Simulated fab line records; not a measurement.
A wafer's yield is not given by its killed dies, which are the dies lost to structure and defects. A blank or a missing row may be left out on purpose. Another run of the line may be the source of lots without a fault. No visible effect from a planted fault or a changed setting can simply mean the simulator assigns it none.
Matching of chambers | flow nand_harc | rie_diel-09 running NHARC_P_ZERO_WELL_DESCUM_39: 4 sister chambers
The step chemistry O2, time 3 s. 16 wafers are shown with their chamber, then 8 later ones without.

EACH WAFER AND ITS CHAMBER
wafer  | chamber | showerhead_plenum_p_Torr (Torr) | throttle_valve_pct (%) | oes_product_au (a.u.)
L076.2 | 2       | 1.89                            | 11.301                 | 0.994
L076.3 | 0       | 1.92                            | 11.306                 | 1.000
L076.4 | 1       | 2.03                            | 11.318                 | 0.987
L080.1 | 3       | 1.99                            | 11.330                 | 0.985
L080.2 | 1       | 2.02                            | 11.305                 | 0.988
L080.4 | 2       | 1.88                            | 11.305                 | 0.993
L082.2 | 0       | 1.91                            | 11.322                 | 0.995
L082.4 | 3       | 1.99                            | 11.318                 | 0.994
L082.5 | 2       | 1.88                            | 11.316                 | 0.996
L088.3 | 3       | 1.98                            | 11.315                 | 1.002
L088.5 | 3       | 1.98                            | 11.314                 | 1.015
L088.6 | 0       | 1.91                            | 11.311                 | 0.996
L089.2 | 2       | 1.88                            | 11.301                 | 0.987
L089.4 | 1       | 2.01                            | 11.324                 | 0.995
L089.5 | 1       | 2.01                            | 11.322                 | 0.982
L092.1 | 0       | 1.90                            | 11.311                 | 0.993

SIGNATURES (averages over the wafers above)
reading                  | chamber 0 | chamber 1 | chamber 2 | chamber 3 | scatter within a chamber
showerhead_plenum_p_Torr | 1.9100    | 2.0175    | 1.8825    | 1.9850    | 0.00736
throttle_valve_pct       | 11.31250  | 11.31725  | 11.30575  | 11.31925  | 0.00747
oes_product_au           | 0.99600   | 0.98800   | 0.99250   | 0.99900   | 0.00732
Rule: for a wafer and a chamber, the distance is found by dividing, reading by reading, the gap between the wafer's reading and the chamber's mean by the reading's scatter, squaring, summing and taking the root. The wafer belongs to the nearest chamber; if the next one is less than 2 further off, it can't be placed. The scatter: take each reading less its chamber's mean, square it, sum over the shown wafers, divide by the number of wafers less the number of chambers, and take the root.

WAFERS WITHOUT THEIR CHAMBER
wafer  | showerhead_plenum_p_Torr (Torr) | throttle_valve_pct (%) | oes_product_au (a.u.)
L092.4 | 1.98                            | 11.314                 | 0.998
L092.6 | 1.98                            | 11.315                 | 0.993
L094.1 | 1.98                            | 11.320                 | 1.006
L094.3 | 1.90                            | 11.328                 | 1.010
L094.6 | 1.90                            | 11.295                 | 1.010
L095.3 | 1.87                            | 11.326                 | 0.994
L095.4 | 1.90                            | 11.317                 | 0.997
L095.5 | 1.98                            | 11.310                 | 1.005

THE CHAMBER EACH PASSED THROUGH
wafer  | from the rows above     | in truth
L092.4 | 3                       | 3
L092.6 | 3                       | 3
L094.1 | 3                       | 3
L094.3 | can't be placed: 0 or 2 | 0
L094.6 | can't be placed: 0 or 2 | 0
L095.3 | 2                       | 2
L095.4 | can't be placed: 0 or 2 | 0
L095.5 | 3                       | 3
Correctly placed: 5 of 8. Unplaceable from these rows: 3, with the true chamber sitting among the candidates in 3. 0 placed wrongly.
